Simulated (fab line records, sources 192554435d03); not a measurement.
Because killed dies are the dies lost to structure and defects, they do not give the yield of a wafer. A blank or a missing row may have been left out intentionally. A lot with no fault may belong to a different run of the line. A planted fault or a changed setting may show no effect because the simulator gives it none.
Chamber matching | flow n5_finfet | N5_HKMG_FIN_ETCH_35 on rie_diel-05: 4 sister chambers
The step etches SOC in N2/H2, target depth 215.8 nm, time 243.4 s. 8 wafers are shown with their chamber, then 8 later ones without.

== WAFERS PAIRED WITH THEIR CHAMBERS ==
wafer  | chamber | drypump_motor_current_A (A) | showerhead_plenum_p_Torr (Torr)
L074.5 | 2       | 5.5                         | 2.50
L076.3 | 3       | 6.5                         | 2.65
L076.5 | 3       | 6.5                         | 2.65
L081.1 | 1       | 5.2                         | 2.62
L085.2 | 2       | 5.5                         | 2.49
L085.3 | 0       | 5.8                         | 2.62
L085.5 | 0       | 5.8                         | 2.62
L087.1 | 1       | 5.1                         | 2.62

== WAFERS WITHOUT THEIR CHAMBER ==
wafer  | drypump_motor_current_A (A) | showerhead_plenum_p_Torr (Torr)
L087.4 | 5.5                         | 2.49
L087.5 | 5.8                         | 2.61
L092.1 | 6.5                         | 2.64
L092.2 | 5.7                         | 2.61
L092.6 | 5.8                         | 2.61
L096.2 | 5.1                         | 2.61
L096.3 | 5.8                         | 2.61
L096.5 | 5.1                         | 2.61

== THE CHAMBER EACH PASSED THROUGH ==
wafer  | from the rows above | in truth
L087.4 | 2                   | 2
L087.5 | 0                   | 0
L092.1 | 3                   | 3
L092.2 | 0                   | 0
L092.6 | 0                   | 0
L096.2 | 1                   | 1
L096.3 | 0                   | 0
L096.5 | 1                   | 1
Placed correctly: 8 of 8. Can't be placed from these rows: 0. Wrongly placed: 0.
How it was worked out, from the rows above alone: a wafer's distance from a chamber is the root of the sum, over the readings, of the square of ((its reading less the chamber's mean) divided by the reading's scatter). If the next closest chamber is less than 2 further off than the closest, the wafer can't be placed; otherwise it belongs to the closest. Each chamber's mean is taken over the wafers shown for it. The scatter: the root of (the sum of the squares of (reading less its chamber's mean) over the shown wafers, divided by (wafers less chambers)).
